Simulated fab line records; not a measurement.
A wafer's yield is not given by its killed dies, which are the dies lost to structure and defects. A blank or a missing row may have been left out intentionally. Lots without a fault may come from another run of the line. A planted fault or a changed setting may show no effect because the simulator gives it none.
fab line records	flow nandHarc
[record] lots = 13	wafers = 39	lastDay = 33
route steps=1302 shown A_M0@1159 A_M1@1176 END@1302
lots that met no fault: taken from a fault-free run of the same line
startH: start of the lot's first displayed wafer, in hours after the record's first day	waitH: hours since the lot's step before	" as in the row above	L1.1+2: several wafers, shown together as one row	- value missing, or start not given	* or withheld: withheld	< > ~ a bound
route shown NAME@n: a module of which the file shows steps, and the number in the route of the first	usual: mean and standard deviation over wafers with no fault	same: alike in all rows	chamber/n: place in a boat	sites: the reading at each site	_std_site: standard deviation across them	_edge_site: mean of outer sites minus mean of inner sites	radiusMm: for every site, how far away it sits from the centre of the wafer	mask NAME#n: copy n	behind: the tool/chamber that last shaped the wafer	hold: why the lot was held/for how many hours/how that ended	device: whichever transistor did not switch (one of n, p or np)	end of line: tests of these same wafers at the route's end	a step given without rows: its recipe and nothing more	killed: count of dies lost to structure and defects at first sort (not the wafer's yield)	map: a wafer's dies, marking killed ones x, the rest . and places with no die _
set.NAME: setting as actually run; set.NAME@STEP: the setting as run at that earlier step	model.NAME: the simulator's own value behind a step, which no gauge read
route steps across a sampled set of lots; one table per step, one row per wafer
services: from which hour (startH, from the record's first day; less than 0 if before it) a tool's chamber was out of use, for how many hours, and why
[[steps]]
[step NHARC_A_M0_PVD_21]
[recipe] targetThkA = 300	chamberPressurePa = 5	powerW = 5000	substrateTempC = 30	timeS = 20.49	material = Cu
[usual] throttleValvePct = 30.2/1.3
lot.wafer	tool	chamber	startH	waitH	throttleValvePct
L617.1	pvdSputter-01	-	-	-	28.8
L617.3	"	-	"	"	30.8
L617.5	"	-	"	"	31.2
L615.3	pvdSputter-02	-	-	-	29.1
L615.4	"	-	"	"	30.9
L615.2	"	-	"	"	31.8
L616.1	pvdSputter-02	-	-	-	31.8
L616.2	"	-	"	"	29.2
L616.4	"	-	"	"	31.0
L618.4	pvdSputter-03	-	-	-	31.8
L618.3	"	-	"	"	30.1
L618.1	"	-	"	"	31.2
L623.2	pvdSputter-03	-	-	-	31.9
L623.1	"	-	"	"	30.3
L623.5	"	-	"	"	30.2
L627.4	pvdSputter-02	-	-	-	31.5
L627.1	"	-	"	"	28.8
L627.2	"	-	"	"	31.1
L628.3	pvdSputter-01	-	-	-	28.6
L628.1	"	-	"	"	31.2
L628.6	"	-	"	"	30.6
L632.1	pvdSputter-02	-	-	-	30.4
L632.3	"	-	"	"	29.1
L632.5	"	-	"	"	29.2
L633.4	pvdSputter-02	-	-	-	32.2
L633.2	"	-	"	"	30.2
L633.6	"	-	"	"	29.0
L631.4	pvdSputter-01	-	-	-	30.9
L631.5	"	-	"	"	30.9
L631.6	"	-	"	"	29.2
L634.3	pvdSputter-01	-	-	-	29.4
L634.5	"	-	"	"	28.8
L634.6	"	-	"	"	30.8
L635.4	pvdSputter-02	-	-	-	30.2
L635.1	"	-	"	"	28.9
L635.3	"	-	"	"	31.0
L637.2	pvdSputter-03	-	-	-	31.1
L637.1	"	-	"	"	30.3
L637.5	"	-	"	"	27.2
[step NHARC_A_M1_EXPOSE_06]
[recipe] na = 1.35	targetCdNm = 120	doseMj = 75.13	maskId = A_M1
[usual] exposureDoseMJCm2 = 75.13/0.08
lot.wafer	tool	chamber	startH	waitH	mask	exposureDoseMJCm2
L617.1	arfiScanner-03	0	533.00	-	A_M1#0	75.03
L617.3	"	0	"	"	A_M1#0	75.05
L617.5	"	0	"	"	A_M1#0	75.09
L615.2	arfiScanner-02	0	534.03	-	A_M1#0	75.29
L615.3	"	0	"	"	A_M1#0	75.18
L615.4	"	0	"	"	A_M1#0	75.23
L616.1	arfiScanner-01	0	536.14	-	A_M1#0	75.09
L616.2	"	0	"	"	A_M1#0	75.12
L616.4	"	0	"	"	A_M1#0	75.22
L618.1	arfiScanner-02	0	568.08	-	A_M1#0	75.04
L618.3	"	0	"	"	A_M1#0	75.08
L618.4	"	0	"	"	A_M1#0	75.14
L623.1	arfiScanner-03	0	619.96	-	A_M1#0	76.94
L623.2	"	0	"	"	A_M1#0	76.87
L623.5	"	0	"	"	A_M1#0	76.87
L627.1	arfiScanner-03	0	635.31	-	A_M1#0	76.55
L627.2	"	0	"	"	A_M1#0	76.52
L627.4	"	0	"	"	A_M1#0	76.56
L628.1	arfiScanner-03	0	666.88	-	A_M1#0	75.80
L628.3	"	0	"	"	A_M1#0	75.73
L628.6	"	0	"	"	A_M1#0	75.80
L632.1	arfiScanner-02	0	699.67	-	A_M1#0	75.10
L632.3	"	0	"	"	A_M1#0	75.04
L632.5	"	0	"	"	A_M1#0	75.00
L633.2	arfiScanner-01	0	702.46	-	A_M1#0	74.92
L633.4	"	0	"	"	A_M1#0	74.97
L633.6	"	0	"	"	A_M1#0	74.98
L631.4	arfiScanner-01	0	706.92	-	A_M1#0	75.16
L631.5	"	0	"	"	A_M1#0	75.00
L631.6	"	0	"	"	A_M1#0	75.27
L634.3	arfiScanner-02	0	716.93	-	A_M1#0	75.19
L634.5	"	0	"	"	A_M1#0	75.14
L634.6	"	0	"	"	A_M1#0	75.22
L635.1	arfiScanner-02	0	749.53	-	A_M1#0	75.05
L635.3	"	0	"	"	A_M1#0	75.05
L635.4	"	0	"	"	A_M1#0	75.03
L637.1	arfiScanner-01	0	755.41	-	A_M1#0	75.13
L637.2	"	0	"	"	A_M1#0	75.19
L637.5	"	0	"	"	A_M1#0	75.19
[step NHARC_A_M1_OVL_MEAS_10]
[recipe] pitchNm = 240
[usual] overlayXNm = -0.2/0.92	overlayYNm = 0.0/0.85
lot.wafer	tool	chamber	startH	waitH	overlayXNm	overlayYNm
L617.1	overlay-02	-	533.23	-	-1.7	0.9
L617.3	"	-	"	"	-1.1	0.9
L617.5	"	-	"	"	-1.4	0.7
L615.2	overlay-01	-	534.25	-	1.0	-1.3
L615.3	"	-	"	"	1.2	-0.6
L615.4	"	-	"	"	1.3	-1.2
L616.1	overlay-01	-	536.37	-	0.9	-0.3
L616.2	"	-	"	"	1.5	-0.3
L616.4	"	-	"	"	1.2	-0.4
L618.1	overlay-01	-	568.31	-	-0.4	0.3
L618.3	"	-	"	"	-0.3	-0.1
L618.4	"	-	"	"	-0.5	0.3
L623.1	overlay-02	-	620.20	-	-0.5	2.6
L623.2	"	-	"	"	-0.8	1.7
L623.5	"	-	"	"	-0.7	2.1
L627.1	overlay-01	-	635.53	-	-0.8	-0.5
L627.2	"	-	"	"	-1.3	-0.7
L627.4	"	-	"	"	-0.9	-1.1
L628.1	overlay-02	-	667.11	-	-1.0	-0.2
L628.3	"	-	"	"	-1.3	0.3
L628.6	"	-	"	"	-1.2	-0.5
L632.1	overlay-02	-	699.91	-	-0.3	0.2
L632.3	"	-	"	"	-0.4	-0.3
L632.5	"	-	"	"	-0.1	-0.4
L633.2	overlay-02	-	702.69	-	-1.5	0.6
L633.4	"	-	"	"	-2.2	0.1
L633.6	"	-	"	"	-1.7	0.1
L631.4	overlay-01	-	707.13	-	0.7	0.5
L631.5	"	-	"	"	1.0	0.4
L631.6	"	-	"	"	-0.2	0.5
L634.3	overlay-02	-	717.15	-	-0.5	-1.1
L634.5	"	-	"	"	0.1	-0.6
L634.6	"	-	"	"	-0.3	-0.2
L635.1	overlay-02	-	749.76	-	-0.5	0.8
L635.3	"	-	"	"	-0.5	1.4
L635.4	"	-	"	"	-1.3	0.3
L637.1	overlay-02	-	755.64	-	0.1	1.7
L637.2	"	-	"	"	0.6	0.9
L637.5	"	-	"	"	0.5	0.5
[step NHARC_A_M1_CD_MEAS_16]
[usual] cdNm = 121.0/1.1
lot.wafer	tool	chamber	startH	waitH	cdNm
L617.1	cdSem-01	-	533.63	-	120.9
L617.3	"	-	"	"	121.3
L617.5	"	-	"	"	121.2
L615.2	cdSem-03	-	534.66	-	120.6
L615.3	"	-	"	"	118.9
L615.4	"	-	"	"	121.6
L616.1	cdSem-01	-	536.77	-	121.2
L616.2	"	-	"	"	121.4
L616.4	"	-	"	"	122.0
L618.1	cdSem-02	-	568.71	-	120.5
L618.3	"	-	"	"	120.2
L618.4	"	-	"	"	121.6
L623.1	cdSem-03	-	620.60	-	121.9
L623.2	"	-	"	"	121.5
L623.5	"	-	"	"	122.9
L627.1	cdSem-02	-	635.94	-	122.8
L627.2	"	-	"	"	122.9
L627.4	"	-	"	"	123.1
L628.1	cdSem-01	-	667.55	-	121.4
L628.3	"	-	"	"	119.2
L628.6	"	-	"	"	121.0
L632.1	cdSem-02	-	700.32	-	123.4
L632.3	"	-	"	"	122.9
L632.5	"	-	"	"	122.2
L633.2	cdSem-01	-	703.09	-	120.2
L633.4	"	-	"	"	120.1
L633.6	"	-	"	"	121.9
L631.4	cdSem-03	-	707.54	-	121.7
L631.5	"	-	"	"	122.1
L631.6	"	-	"	"	121.2
L634.3	cdSem-03	-	717.56	-	120.9
L634.5	"	-	"	"	120.7
L634.6	"	-	"	"	119.8
L635.1	cdSem-02	-	750.16	-	121.5
L635.3	"	-	"	"	122.3
L635.4	"	-	"	"	121.0
L637.1	cdSem-01	-	756.04	-	121.6
L637.2	"	-	"	"	119.5
L637.5	"	-	"	"	120.4
[step NHARC_END_SORT_01]
[recipe] tempC = 25
[usual] defectLimitedYield = 91.5/2.7	killedAtArray = 52/19	killedAtOther = 0.9/1.3	killedAtPeriphery = 4/3.1	killedDies = 57/18	killedOpen = 3.2/1.7	killedShort = 2.3/1.4	sort_bin_2_pct = 2.9/1.2	sort_bin_3_pct = 0.6/0.42	sort_bin_4_pct = 4.9/1.5	sortNPass = 620/18	sortRimYieldPct = 93/4.3	sortYieldPct = 91.5/2.7
[same] grossDies = 677	sort_bin_5_pct[%] = 0	sort_bin_6_pct[%] = 0	sort_bin_7_pct[%] = 0	sort_bin_8_pct[%] = 0	sortRimNGross = 106.00
lot.wafer	tool	chamber	startH	waitH	defectLimitedYield[%]	killedAtArray	killedAtOther	killedAtPeriphery	killedDies	killedOpen	killedShort	sort_bin_2_pct[%]	sort_bin_3_pct[%]	sort_bin_4_pct[%]	sortNPass	sortRimYieldPct[%]	sortYieldPct[%]
L617.1	prober-01	0	568.80	2.5	92.5	48	1	2	51	1	1	2.5	0.3	4.7	626	97	92.5
L617.3	prober-01	0	570.37	3.1	91.3	57	0	2	59	2	0	3.2	0.6	4.9	618	96	91.3
L617.5	prober-01	0	571.95	3.6	92.0	51	1	2	54	2	2	2.5	0.7	4.7	623	95	92.0
L615.2	prober-02	0	569.63	2.8	93.5	35	0	9	44	4	0	2.5	0.1	3.8	633	93	93.5
L615.3	prober-02	0	570.43	3.1	92.6	46	0	4	50	5	1	2.5	0.1	4.7	627	90	92.6
L615.4	prober-02	0	571.23	3.4	93.4	37	0	8	45	1	2	2.4	0.4	3.8	632	94	93.4
L616.1	prober-01	0	576.54	2.5	89.5	64	1	6	71	4	2	3.2	0.7	6.5	606	93	89.5
L616.2	prober-01	0	577.33	2.8	91.1	52	0	8	60	2	2	3.1	0.6	5.2	617	92	91.1
L616.4	prober-01	0	578.91	3.4	87.0	82	1	5	88	1	2	4.7	1.3	6.9	589	98	87.0
L618.1	prober-01	0	603.71	2.5	91.0	52	0	9	61	4	0	3.8	0.9	4.3	616	97	91.0
L618.3	prober-01	0	605.32	3.1	91.6	50	2	5	57	1	2	3.1	1.2	4.1	620	88	91.6
L618.4	prober-01	0	606.12	3.4	91.1	53	2	5	60	2	6	3.5	0.4	4.9	617	98	91.1
L623.1	prober-01	0	662.05	2.5	95.0	30	2	2	34	3	3	1.9	0.1	3.0	643	87	95.0
L623.2	prober-01	0	662.83	2.8	91.6	49	1	7	57	4	1	2.7	0.3	5.5	620	97	91.6
L623.5	prober-01	0	665.20	3.6	95.9	24	1	3	28	5	2	1.6	0.3	2.2	649	93	95.9
L627.1	prober-02	0	672.42	2.5	96.9	17	0	4	21	3	3	0.9	0.3	1.9	656	96	96.9
L627.2	prober-02	0	673.21	2.8	96.9	20	0	1	21	1	4	1.2	0.3	1.6	656	98	96.9
L627.4	prober-02	0	674.81	3.4	96.5	21	0	3	24	3	2	1.8	0.1	1.6	653	95	96.5
L628.1	prober-01	0	703.80	2.5	86.0	88	1	6	95	1	3	4.1	0.7	9.2	582	92	86.0
L628.3	prober-01	0	705.40	3.1	87.7	78	0	5	83	4	1	5.0	1.9	5.3	594	85	87.7
L628.6	prober-01	0	707.79	4.0	84.2	106	0	1	107	5	1	5.5	1.0	9.3	570	92	84.2
L632.1	prober-01	0	738.10	2.5	93.2	42	0	4	46	4	6	2.1	0.3	4.4	631	91	93.2
L632.3	prober-01	0	739.69	3.1	94.5	29	0	8	37	3	2	2.4	0	3.1	640	92	94.5
L632.5	prober-01	0	741.28	3.7	94.7	31	0	5	36	1	1	1.3	0.3	3.7	641	85	94.7
L633.2	prober-02	0	739.00	2.8	91.3	57	0	2	59	2	2	2.8	0.7	5.2	618	99	91.3
L633.4	prober-02	0	740.60	3.4	92.3	52	0	0	52	4	2	2.7	0.7	4.3	625	91	92.3
L633.6	prober-02	0	742.20	4.0	93.2	44	0	2	46	3	2	3.0	0.6	3.2	631	89	93.2
L631.4	prober-01	0	748.28	3.4	93.1	41	0	6	47	2	2	2.4	0.4	4.1	630	94	93.1
L631.5	prober-01	0	749.08	3.7	92.2	51	0	2	53	3	4	2.5	0.3	5.0	624	97	92.2
L631.6	prober-01	0	749.88	4.0	93.9	36	1	4	41	6	4	2.7	0.1	3.2	636	92	93.9
L634.3	prober-01	0	763.04	3.1	95.0	29	1	4	34	3	3	1.3	0.7	3.0	643	90	95.0
L634.5	prober-01	0	764.65	3.7	90.0	65	2	1	68	3	1	3.1	0.6	6.4	609	94	90.0
L634.6	prober-01	0	765.45	4.0	91.7	49	0	7	56	3	1	2.7	0.6	5.0	621	88	91.7
L635.1	prober-02	0	788.76	2.5	96.0	18	1	8	27	5	3	0.7	0.1	3.1	650	97	96.0
L635.3	prober-02	0	790.33	3.1	94.2	24	1	14	39	3	1	2.4	0.1	3.2	638	98	94.2
L635.4	prober-02	0	791.12	3.4	94.4	25	0	13	38	4	1	1.9	0.6	3.1	639	96	94.4
L637.1	prober-01	0	793.78	2.5	94.7	34	2	0	36	5	2	1.9	0.3	3.1	641	90	94.7
L637.2	prober-01	0	794.57	2.8	91.3	55	2	2	59	2	4	1.3	1.6	5.8	618	97	91.3
L637.5	prober-01	0	796.95	3.7	91.7	53	1	2	56	3	2	3.0	0.1	5.2	621	98	91.7
// killed by level:class
L617.1 A_CHANNEL_HOLE_D2:chamberFilmFlake=34 A_STAIRCASE:chamberFilmFlake=5 A_CONTACT:chamberFilmFlake=4 A_CHANNEL_HOLE_D1:chamberFilmFlake=2 P_M0:geometricParticle:open=1 A_CHANNEL_HOLE_D1:geometricParticle:short=1 P_ZERO_WELL:chamberFilmFlake=1 A_CHANNEL_FILL_D2:chamberFilmFlake=1
L615.2 A_SLIT:chamberFilmFlake=20 A_CHANNEL_HOLE_D2:chamberFilmFlake=6 P_STI:chamberFilmFlake=5 A_CONTACT:chamberFilmFlake=3 P_ZERO_WELL:chamberFilmFlake=2 P_CONTACT:geometricParticle:open=1 A_ONON_D2:geometricParticle:open=1 A_WL_FILL:geometricParticle:open=1
L617.3 A_CHANNEL_HOLE_D2:chamberFilmFlake=44 A_STAIRCASE:chamberFilmFlake=3 A_CONTACT:chamberFilmFlake=3 A_ZERO_WELL:chamberFilmFlake=2 A_DECK1_JOINT:geometricParticle:open=1 A_SGD_CUT:geometricParticle:open=1 P_ZERO_WELL:chamberFilmFlake=1 P_STI:chamberFilmFlake=1
L615.3 A_CHANNEL_HOLE_D2:chamberFilmFlake=19 A_SLIT:chamberFilmFlake=12 A_STAIRCASE:chamberFilmFlake=5 P_STI:chamberFilmFlake=2 A_ZERO_WELL:chamberFilmFlake=2 A_CHANNEL_HOLE_D1:chamberFilmFlake=2 P_M1:geometricParticle:open=1 A_DECK1_JOINT:geometricParticle:short=1
L615.4 A_SLIT:chamberFilmFlake=25 P_STI:chamberFilmFlake=6 A_STAIRCASE:chamberFilmFlake=4 A_CHANNEL_HOLE_D2:chamberFilmFlake=3 P_CONTACT:chamberFilmFlake=2 A_CHANNEL_FILL_D2:geometricParticle:short=1 A_CHANNEL_FILL_D2:geometricParticle:open=1 A_WL_FILL:geometricParticle:short=1
L617.5 A_CHANNEL_HOLE_D2:chamberFilmFlake=33 A_CONTACT:chamberFilmFlake=7 A_WL_FILL:chamberFilmFlake=4 A_CHANNEL_HOLE_D1:chamberFilmFlake=3 P_CONTACT:geometricParticle:open=1 A_DECK1_JOINT:geometricParticle:short=1 A_SGD_CUT:geometricParticle:open=1 A_WL_FILL:geometricParticle:short=1
L616.1 A_SLIT:chamberFilmFlake=25 A_CHANNEL_HOLE_D1:chamberFilmFlake=22 A_CHANNEL_HOLE_D2:chamberFilmFlake=6 A_CONTACT:chamberFilmFlake=3 P_BONDPAD:chamberFilmFlake=3 A_WL_FILL:geometricParticle:open=2 A_WL_FILL:chamberFilmFlake=2 A_BONDPAD:chamberFilmFlake=2
L616.2 A_CHANNEL_HOLE_D1:chamberFilmFlake=29 A_SLIT:chamberFilmFlake=9 A_CHANNEL_HOLE_D2:chamberFilmFlake=7 P_BONDPAD:chamberFilmFlake=3 A_ONON_D1:geometricParticle:open=2 P_ZERO_WELL:chamberFilmFlake=2 A_STAIRCASE:chamberFilmFlake=2 P_M0:geometricParticle:short=1
L616.4 A_CHANNEL_HOLE_D1:chamberFilmFlake=36 A_SLIT:chamberFilmFlake=30 A_BONDPAD:chamberFilmFlake=4 P_BONDPAD:chamberFilmFlake=3 A_CONTACT:chamberFilmFlake=3 A_CHANNEL_HOLE_D2:chamberFilmFlake=3 P_ZERO_WELL:chamberFilmFlake=2 A_WL_FILL:chamberFilmFlake=2
L618.1 A_CHANNEL_HOLE_D1:chamberFilmFlake=33 P_GATE:chamberFilmFlake=6 A_CHANNEL_HOLE_D2:chamberFilmFlake=6 A_CONTACT:chamberFilmFlake=5 P_CONTACT:geometricParticle:open=2 A_BLC:geometricParticle:open=2 A_STAIRCASE:chamberFilmFlake=2 P_ZERO_WELL:chamberFilmFlake=1
L618.3 A_CHANNEL_HOLE_D1:chamberFilmFlake=33 A_CHANNEL_HOLE_D2:chamberFilmFlake=8 P_GATE:chamberFilmFlake=5 A_STAIRCASE:chamberFilmFlake=3 A_ZERO_WELL:chamberFilmFlake=2 A_ONON_D1:geometricParticle:open=1 A_DECK1_JOINT:geometricParticle:short=1 STARTING-WAFER:geometricParticle:short=1
L618.4 A_CHANNEL_HOLE_D1:chamberFilmFlake=33 A_CHANNEL_HOLE_D2:chamberFilmFlake=9 P_GATE:chamberFilmFlake=3 A_CONTACT:chamberFilmFlake=3 P_CONTACT:geometricParticle:short=1 A_CHANNEL_FILL_D1:geometricParticle:short=1 A_DECK1_JOINT:geometricParticle:short=1 A_ONON_D2:geometricParticle:short=1
L623.1 A_SLIT:chamberFilmFlake=13 A_CONTACT:chamberFilmFlake=5 A_CHANNEL_HOLE_D2:chamberFilmFlake=4 A_DECK1_JOINT:geometricParticle:short=2 A_STAIRCASE:chamberFilmFlake=2 THIN_TSV:chamberFilmFlake=2 P_GATE:geometricParticle:open=1 P_M0:geometricParticle:open=1
L623.2 A_SLIT:chamberFilmFlake=31 A_CHANNEL_HOLE_D2:chamberFilmFlake=6 A_CHANNEL_HOLE_D1:chamberFilmFlake=4 P_GATE:chamberFilmFlake=3 P_M0:geometricParticle:open=1 A_ONON_D1:geometricParticle:open=1 A_ONON_D2:geometricParticle:open=1 A_WL_FILL:geometricParticle:short=1
L623.5 A_SLIT:chamberFilmFlake=13 A_CONTACT:chamberFilmFlake=3 A_ONON_D1:geometricParticle:open=2 P_M0:geometricParticle:open=1 A_CHANNEL_FILL_D2:geometricParticle:open=1 A_WL_FILL:geometricParticle:short=1 A_CONTACT:geometricParticle:open=1 A_M0:geometricParticle:short=1
L627.1 P_STI:chamberFilmFlake=3 A_WL_FILL:chamberFilmFlake=3 A_ONON_D1:geometricParticle:short=2 A_STAIRCASE:chamberFilmFlake=2 A_SLIT:chamberFilmFlake=2 A_CONTACT:chamberFilmFlake=2 A_CHANNEL_FILL_D1:geometricParticle:open=1 A_ONON_D2:geometricParticle:open=1
L627.2 A_CHANNEL_HOLE_D1:chamberFilmFlake=6 A_CONTACT:chamberFilmFlake=6 A_SLIT:chamberFilmFlake=3 P_CONTACT:geometricParticle:short=1 A_ONON_D1:geometricParticle:short=1 A_CHANNEL_FILL_D1:geometricParticle:short=1 A_BLC:geometricParticle:short=1 A_BLC:geometricParticle:open=1
L627.4 A_CHANNEL_HOLE_D1:chamberFilmFlake=6 A_CONTACT:chamberFilmFlake=6 A_STAIRCASE:chamberFilmFlake=3 P_GATE:chamberFilmFlake=2 P_STI:geometricParticle:short=1 A_ONON_D1:geometricParticle:short=1 A_CHANNEL_FILL_D2:geometricParticle:open=1 A_CONTACT:geometricParticle:open=1
L628.1 A_SLIT:chamberFilmFlake=37 A_CHANNEL_HOLE_D1:chamberFilmFlake=24 A_STAIRCASE:chamberFilmFlake=9 A_CHANNEL_HOLE_D2:chamberFilmFlake=9 P_GATE:chamberFilmFlake=5 A_CONTACT:chamberFilmFlake=3 A_SGD_CUT:chamberFilmFlake=2 A_CHANNEL_FILL_D1:geometricParticle:short=1
L628.3 A_CHANNEL_HOLE_D1:chamberFilmFlake=35 A_SLIT:chamberFilmFlake=18 A_STAIRCASE:chamberFilmFlake=12 P_GATE:chamberFilmFlake=4 A_CHANNEL_HOLE_D2:chamberFilmFlake=2 A_SGD_CUT:chamberFilmFlake=2 A_CONTACT:chamberFilmFlake=2 A_ONON_D1:geometricParticle:open=1
L628.6 A_CHANNEL_HOLE_D1:chamberFilmFlake=37 A_SLIT:chamberFilmFlake=34 A_STAIRCASE:chamberFilmFlake=13 A_CHANNEL_HOLE_D2:chamberFilmFlake=9 A_SGD_CUT:chamberFilmFlake=3 A_M1:chamberFilmFlake=2 A_CHANNEL_HOLE_D1:geometricParticle:short=1 A_DECK1_JOINT:geometricParticle:open=1
L632.1 A_CONTACT:chamberFilmFlake=11 A_CHANNEL_HOLE_D1:chamberFilmFlake=11 A_CHANNEL_FILL_D2:geometricParticle:short=3 A_STAIRCASE:chamberFilmFlake=3 A_SLIT:chamberFilmFlake=3 A_SOURCE_PLATE:geometricParticle:short=2 P_GATE:chamberFilmFlake=2 A_CHANNEL_HOLE_D2:chamberFilmFlake=2
L633.2 A_SLIT:chamberFilmFlake=31 A_CHANNEL_HOLE_D1:chamberFilmFlake=10 A_CONTACT:chamberFilmFlake=8 P_GATE:geometricParticle:open=1 P_M0:geometricParticle:short=1 A_CHANNEL_FILL_D1:geometricParticle:short=1 A_ONON_D2:geometricParticle:open=1 A_ZERO_WELL:chamberFilmFlake=1
L632.3 A_SLIT:chamberFilmFlake=10 A_CONTACT:chamberFilmFlake=7 A_CHANNEL_HOLE_D1:chamberFilmFlake=5 P_BONDPAD:chamberFilmFlake=3 A_DECK1_JOINT:chamberFilmFlake=3 P_M1:chamberFilmFlake=2 P_CONTACT:geometricParticle:open=1 P_M0:geometricParticle:short=1
L633.4 A_SLIT:chamberFilmFlake=17 A_CHANNEL_HOLE_D1:chamberFilmFlake=13 A_CONTACT:chamberFilmFlake=11 A_ZERO_WELL:chamberFilmFlake=3 A_ONON_D1:geometricParticle:short=1 A_CHANNEL_FILL_D2:geometricParticle:open=1 A_SGD_CUT:geometricParticle:open=1 A_WL_FILL:geometricParticle:short=1
L632.5 A_CONTACT:chamberFilmFlake=14 A_CHANNEL_HOLE_D1:chamberFilmFlake=8 A_STAIRCASE:chamberFilmFlake=3 A_SLIT:chamberFilmFlake=3 P_GATE:chamberFilmFlake=2 P_BONDPAD:chamberFilmFlake=2 P_M0:geometricParticle:open=1 A_BLC:geometricParticle:short=1
L633.6 A_SLIT:chamberFilmFlake=14 A_CHANNEL_HOLE_D1:chamberFilmFlake=12 A_CONTACT:chamberFilmFlake=6 A_SGD_CUT:geometricParticle:open=2 P_STI:chamberFilmFlake=2 A_CHANNEL_HOLE_D2:chamberFilmFlake=2 A_CHANNEL_FILL_D2:chamberFilmFlake=2 A_BLC:geometricParticle:short=1
L631.4 A_CHANNEL_HOLE_D2:chamberFilmFlake=23 A_CHANNEL_HOLE_D1:chamberFilmFlake=5 A_CONTACT:chamberFilmFlake=5 A_SLIT:chamberFilmFlake=3 P_M1:chamberFilmFlake=2 P_BONDPAD:chamberFilmFlake=2 P_GATE:geometricParticle:short=1 A_CHANNEL_FILL_D1:geometricParticle:open=1
L631.5 A_CHANNEL_HOLE_D2:chamberFilmFlake=20 A_CONTACT:chamberFilmFlake=8 A_SLIT:chamberFilmFlake=6 A_CHANNEL_HOLE_D1:chamberFilmFlake=5 A_CHANNEL_FILL_D1:chamberFilmFlake=2 A_WL_FILL:chamberFilmFlake=2 A_CHANNEL_FILL_D1:geometricParticle:open=1 A_DECK1_JOINT:geometricParticle:open=1
L631.6 A_SLIT:chamberFilmFlake=8 A_CHANNEL_HOLE_D2:chamberFilmFlake=7 A_CHANNEL_HOLE_D1:chamberFilmFlake=5 A_CONTACT:chamberFilmFlake=5 A_DECK1_JOINT:geometricParticle:open=3 P_M1:chamberFilmFlake=3 A_WL_FILL:geometricParticle:short=2 A_CHANNEL_FILL_D1:geometricParticle:open=1
L634.3 A_SLIT:chamberFilmFlake=14 A_CONTACT:chamberFilmFlake=6 A_ZERO_WELL:chamberFilmFlake=2 A_CHANNEL_HOLE_D1:chamberFilmFlake=2 P_GATE:geometricParticle:short=1 P_GATE:geometricParticle:open=1 P_CONTACT:geometricParticle:open=1 A_CHANNEL_FILL_D1:geometricParticle:short=1
L634.5 A_SLIT:chamberFilmFlake=40 A_CONTACT:chamberFilmFlake=7 A_ZERO_WELL:chamberFilmFlake=4 A_CHANNEL_HOLE_D1:chamberFilmFlake=4 A_BONDPAD:chamberFilmFlake=3 A_CHANNEL_FILL_D1:chamberFilmFlake=2 A_WL_FILL:chamberFilmFlake=2 P_GATE:geometricParticle:open=1
L634.6 A_SLIT:chamberFilmFlake=18 A_CHANNEL_HOLE_D1:chamberFilmFlake=16 A_CONTACT:chamberFilmFlake=6 A_STAIRCASE:chamberFilmFlake=4 P_GATE:chamberFilmFlake=3 P_GATE:geometricParticle:open=1 A_ONON_D1:geometricParticle:short=1 A_ONON_D1:geometricParticle:open=1
L635.1 A_SLIT:chamberFilmFlake=11 P_GATE:chamberFilmFlake=3 A_DECK1_JOINT:geometricParticle:open=2 P_CONTACT:chamberFilmFlake=2 P_GATE:geometricParticle:open=1 P_M0:geometricParticle:short=1 P_BONDPAD:geometricParticle:short=1 A_CHANNEL_FILL_D2:geometricParticle:open=1
L635.3 A_SLIT:chamberFilmFlake=8 P_GATE:chamberFilmFlake=6 P_CONTACT:chamberFilmFlake=5 A_STAIRCASE:chamberFilmFlake=5 A_DECK1_JOINT:chamberFilmFlake=3 A_CHANNEL_HOLE_D1:chamberFilmFlake=2 A_CHANNEL_FILL_D1:chamberFilmFlake=2 A_CONTACT:chamberFilmFlake=2
L635.4 A_SLIT:chamberFilmFlake=11 P_GATE:chamberFilmFlake=7 P_CONTACT:chamberFilmFlake=4 A_ZERO_WELL:chamberFilmFlake=3 A_STAIRCASE:chamberFilmFlake=3 P_GATE:geometricParticle:open=2 A_CHANNEL_HOLE_D1:chamberFilmFlake=2 A_CONTACT:chamberFilmFlake=2
L637.1 A_SLIT:chamberFilmFlake=12 A_CONTACT:chamberFilmFlake=12 A_CHANNEL_FILL_D1:geometricParticle:open=1 A_DECK1_JOINT:geometricParticle:short=1 A_ONON_D2:geometricParticle:short=1 A_CHANNEL_HOLE_D2:geometricParticle:open=1 A_CHANNEL_FILL_D2:geometricParticle:open=1 A_WL_FILL:geometricParticle:open=1
L637.2 A_SLIT:chamberFilmFlake=35 A_CONTACT:chamberFilmFlake=7 A_CHANNEL_FILL_D1:chamberFilmFlake=2 A_DECK1_JOINT:chamberFilmFlake=2 THIN_TSV:chamberFilmFlake=2 P_GATE:geometricParticle:open=1 A_SOURCE_PLATE:geometricParticle:short=1 A_ONON_D1:geometricParticle:short=1
L637.5 A_SLIT:chamberFilmFlake=34 A_CONTACT:chamberFilmFlake=8 A_CHANNEL_FILL_D2:chamberFilmFlake=3 A_STAIRCASE:chamberFilmFlake=2 P_GATE:geometricParticle:open=1 A_CHANNEL_HOLE_D1:geometricParticle:open=1 A_DECK1_JOINT:geometricParticle:short=1 A_CHANNEL_FILL_D2:geometricParticle:short=1
[[services]]
tool	chamber	startH	hours	kind
pvdSputter-03	-	526.05	10.0	pm
arfiScanner-01	-	530.94	2.1	repair
arfiScanner-03	-	540.00	4.0	pm
pvdSputter-02	-	556.41	0.5	repair
arfiScanner-03	-	582.17	1.9	repair
pvdSputter-01	-	582.97	10.0	pm
arfiScanner-01	-	601.94	4.0	pm
pvdSputter-02	-	638.00	10.0	pm
arfiScanner-02	-	656.00	4.0	pm
pvdSputter-03	-	671.58	1.1	repair
pvdSputter-01	-	674.90	4.6	repair
arfiScanner-03	-	682.29	21.5	repair
pvdSputter-01	-	694.64	2.8	repair
pvdSputter-03	-	703.25	4.3	repair
pvdSputter-03	-	707.56	10.0	pm
arfiScanner-03	-	712.00	4.0	pm
pvdSputter-03	-	742.65	3.8	repair
arfiScanner-02	-	750.14	7.4	repair
[[key]]
[firstSign] step = NHARC_A_M1_EXPOSE_06	reading = exposureDoseMJCm2	direction = up	sigmas = 16	usual = 75.13	struck = 76.40
effect none on later readings
metAt NHARC_A_M1_EXPOSE_06
struckLots L623,L627,L628
[loopTrim] step = NHARC_A_M1_EXPOSE_06	setting = dose	lots = L627,L628
notActingAt NHARC_A_M0_PVD_21,NHARC_A_M1_OVL_MEAS_10,NHARC_A_M1_CD_MEAS_16
onsetBetween 533.00 619.96
[fault] kind = processParameterDrift	tool = arfiScanner-03	chamber = -	onsetH = 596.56	steps = NHARC_A_M1_EXPOSE_06	channel = doseMj	offset = 1.7248	shape = step	actsIn = theseRecipesOnly	stated = 75.13
// loopTrim: a control loop set the setting to another value than it would have without faults
